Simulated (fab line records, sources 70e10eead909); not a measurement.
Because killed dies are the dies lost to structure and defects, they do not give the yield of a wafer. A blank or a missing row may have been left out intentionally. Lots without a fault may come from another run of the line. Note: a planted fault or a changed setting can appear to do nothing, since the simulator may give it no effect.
Matching of chambers | flow nand_harc | 4 sister chambers for NHARC_A_BLC_CMP_25 on cmp-03
The step polishes, t overpolish 30 s, target thk 150 nm. 14 wafers are shown with their chamber, then 7 later ones without.

WAFERS WITH THEIR CHAMBER
wafer  | chamber | motor_current_A (A) | time_to_endpoint_s (s) | overpolish_run_s (s)
L194.2 | 0       | 13.1                | 31.4                   | 30.003
L194.3 | 1       | 12.0                | 29.9                   | 29.995
L194.5 | 2       | 12.3                | 30.9                   | 30.009
L196.3 | 2       | 12.1                | 28.3                   | 29.999
L196.4 | 3       | 10.6                | 32.2                   | 29.995
L196.5 | 3       | 10.4                | 30.1                   | 29.997
L201.1 | 1       | 12.2                | 30.5                   | 30.000
L201.3 | 2       | 12.3                | 30.7                   | 30.016
L201.6 | 0       | 13.6                | 29.3                   | 29.997
L205.1 | 0       | 13.7                | 34.0                   | 30.018
L205.2 | 3       | 11.1                | 32.7                   | 30.021
L205.5 | 0       | 13.5                | 31.9                   | 29.996
L203.2 | 1       | 11.8                | 29.0                   | 29.992
L203.5 | 0       | 13.2                | 31.0                   | 29.994

SIGNATURES, as means of the wafers listed above
reading            | chamber 0 | chamber 1 | chamber 2 | chamber 3 | scatter within a chamber
motor_current_A    | 13.420    | 12.000    | 12.233    | 10.700    | 0.252
time_to_endpoint_s | 31.520    | 29.800    | 29.967    | 31.667    | 1.44
overpolish_run_s   | 30.00160  | 29.99567  | 30.00800  | 30.00433  | 0.00989
Rule: a wafer's distance from a chamber is the root of the sum, over the readings, of the square of ((its reading less the chamber's mean) divided by the reading's scatter). If the next closest chamber is less than 2 further off than the closest, the wafer can't be placed; otherwise it belongs to the closest. How the scatter is found: for the shown wafers, subtract from each reading the mean of its chamber, square and add these, divide the total by (wafers less chambers), then take the root.

WAFERS WITH NO CHAMBER GIVEN
wafer  | motor_current_A (A) | time_to_endpoint_s (s) | overpolish_run_s (s)
L203.6 | 12.6                | 31.6                   | 30.009
L204.1 | 12.1                | 23.6                   | 30.001
L204.3 | 12.2                | 21.6                   | 30.002
L204.6 | 12.8                | 24.6                   | 30.000
L216.1 | 12.1                | 30.1                   | 30.015
L216.3 | 10.8                | 33.9                   | 30.005
L216.6 | 12.1                | 28.6                   | 29.996

WHICH CHAMBER EACH ONE RAN IN
wafer  | from the rows above          | in truth
L203.6 | can't be placed: 2 or 1 or 0 | 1
L204.1 | can't be placed: 1 or 2      | 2
L204.3 | can't be placed: 1 or 2      | 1
L204.6 | can't be placed: 2 or 1 or 0 | 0
L216.1 | can't be placed: 2 or 1      | 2
L216.3 | 3                            | 3
L216.6 | can't be placed: 1 or 2      | 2
1 of 7 placed correctly. Not placeable from these rows: 6 (in 6, the candidates include the true chamber). 0 placed wrongly.
